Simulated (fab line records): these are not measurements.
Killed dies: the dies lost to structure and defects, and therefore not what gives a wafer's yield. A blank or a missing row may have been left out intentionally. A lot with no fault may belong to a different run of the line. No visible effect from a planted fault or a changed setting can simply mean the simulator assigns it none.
Check for tools in common    flow n5_finfet    Lots sampled 9, wafers sampled 27

== WHAT PROMPTED THE OPENING ==
Flagged at N5_HKMG_FIN_INSPECT_14: reading raw_defect_count, on 2 of 9 lots. Wafers without a fault read 2.2, standard deviation 1.4.
Rule: a lot gets a flag if all its wafers with a number sit over 4 standard deviations from that mean, or if no wafer of it has a number. The rest of the lots are taken to be sound.

lot   measured     on                 raw_defect_count, wafer by wafer  flag
L382  day 4 20:49  defect_inspect-02  3 3 2                             
L383  day 5 03:14  defect_inspect-02  2 4 3                             
L389  day 6 16:48  defect_inspect-02  28 14 15                          FLAGGED
L390  day 6 20:48  defect_inspect-01  20 10 25                          FLAGGED
L391  day 7 01:47  defect_inspect-02  4 0 2                             
L392  day 7 07:43  defect_inspect-02  2 2 3                             
L394  day 7 19:17  defect_inspect-01  2 3 0                             
L395  day 8 03:52  defect_inspect-01  0 1 3                             
L381  day 9 01:55  defect_inspect-01  2 1 2                             
The mean of the flagged lots' numbers is 18.7, +16.5 from the usual (+12 standard deviations).

== LOT BY LOT: THE TOOL USED ==
The record holds 3 process steps before the reading, out of a route of 1938 steps. Each cell gives the tool, then ch followed by the chambers the sampled wafers passed through, then the start.
lot   flag     N5_HKMG_FIN_ALD_74               N5_HKMG_FIN_STRIP_57               N5_HKMG_FIN_ALD_79
L382           ald_hk-03 ch 0,1,3, day 4 16:56  rie_diel-03 ch 1,2,3, day 4 17:52  ald_metal-02 ch 0,1,2, day 4 18:56
L383           ald_hk-01 ch 1,2,3, day 4 23:16  rie_diel-03 ch 0,2,3, day 5 00:10  ald_metal-02 ch 0,2,3, day 5 01:16
L389  FLAGGED  ald_hk-03 ch 1,3, day 6 12:45    rie_diel-01 ch 0,1,2, day 6 13:43  ald_metal-01 ch 0,1,2, day 6 14:50
L390  FLAGGED  ald_hk-01 ch 0,2,3, day 6 16:57  rie_diel-03 ch 0,1,2, day 6 17:44  ald_metal-04 ch 1,2,3, day 6 18:49
L391           ald_hk-03 ch 0,2,3, day 6 21:53  rie_diel-03 ch 1,2,3, day 6 22:49  ald_metal-01 ch 0,1,2, day 6 23:53
L392           ald_hk-01 ch 0,1,3, day 7 03:41  rie_diel-03 ch 0,2, day 7 04:28    ald_metal-04 ch 0,1, day 7 05:52
L394           ald_hk-01 ch 1,2,3, day 7 15:26  rie_diel-03 ch 2,3, day 7 16:20    ald_metal-04 ch 0,3, day 7 17:26
L395           ald_hk-03 ch 0,3, day 7 23:38    rie_diel-03 ch 1,2, day 8 00:35    ald_metal-02 ch 0,3, day 8 01:44
L381           ald_hk-02 ch 0,1, day 8 21:35    rie_diel-01 ch 0,2,3, day 8 22:51  ald_metal-01 ch 0,1, day 8 23:56
These steps, and what they do:
- N5_HKMG_FIN_ALD_74: deposits La2O3, target thk 0.5 nm, pulse time 6 s, co reactant pulse time 1 s.
- N5_HKMG_FIN_STRIP_57: strips in CF4.
- N5_HKMG_FIN_ALD_79: deposits TiN, target thk 1.5 nm, pulse time 1 s, purge time 3 s.
- N5_HKMG_FIN_INSPECT_14: inspects for defects (macro).

== FLAGGED AGAINST TOTAL, ONE TOOL AT A TIME (gauges that did the reading follow at the end) ==
step                    tool               lots run  flagged  share of the flagged lots  sound lots run after its first flagged lot
N5_HKMG_FIN_ALD_74      ald_hk-01          4         1        some                       2 (L392,L394)
N5_HKMG_FIN_ALD_74      ald_hk-02          1         0        none                       -
N5_HKMG_FIN_ALD_74      ald_hk-03          4         1        some                       2 (L391,L395)
N5_HKMG_FIN_STRIP_57    rie_diel-01        2         1        some                       1 (L381)
N5_HKMG_FIN_STRIP_57    rie_diel-03        7         1        some                       4 (L391,L392,L394,L395)
N5_HKMG_FIN_ALD_79      ald_metal-01       3         1        some                       2 (L391,L381)
N5_HKMG_FIN_ALD_79      ald_metal-02       3         0        none                       -
N5_HKMG_FIN_ALD_79      ald_metal-04       3         1        some                       2 (L392,L394)
N5_HKMG_FIN_INSPECT_14  defect_inspect-01  4         1        some                       3 (L394,L395,L381)
N5_HKMG_FIN_INSPECT_14  defect_inspect-02  5         1        some                       2 (L391,L392)

== WHAT IS ALLOWED BY THE TABLE ==
No row of the table ran every flagged lot.

== WHAT THE SIMULATOR PUT IN ==
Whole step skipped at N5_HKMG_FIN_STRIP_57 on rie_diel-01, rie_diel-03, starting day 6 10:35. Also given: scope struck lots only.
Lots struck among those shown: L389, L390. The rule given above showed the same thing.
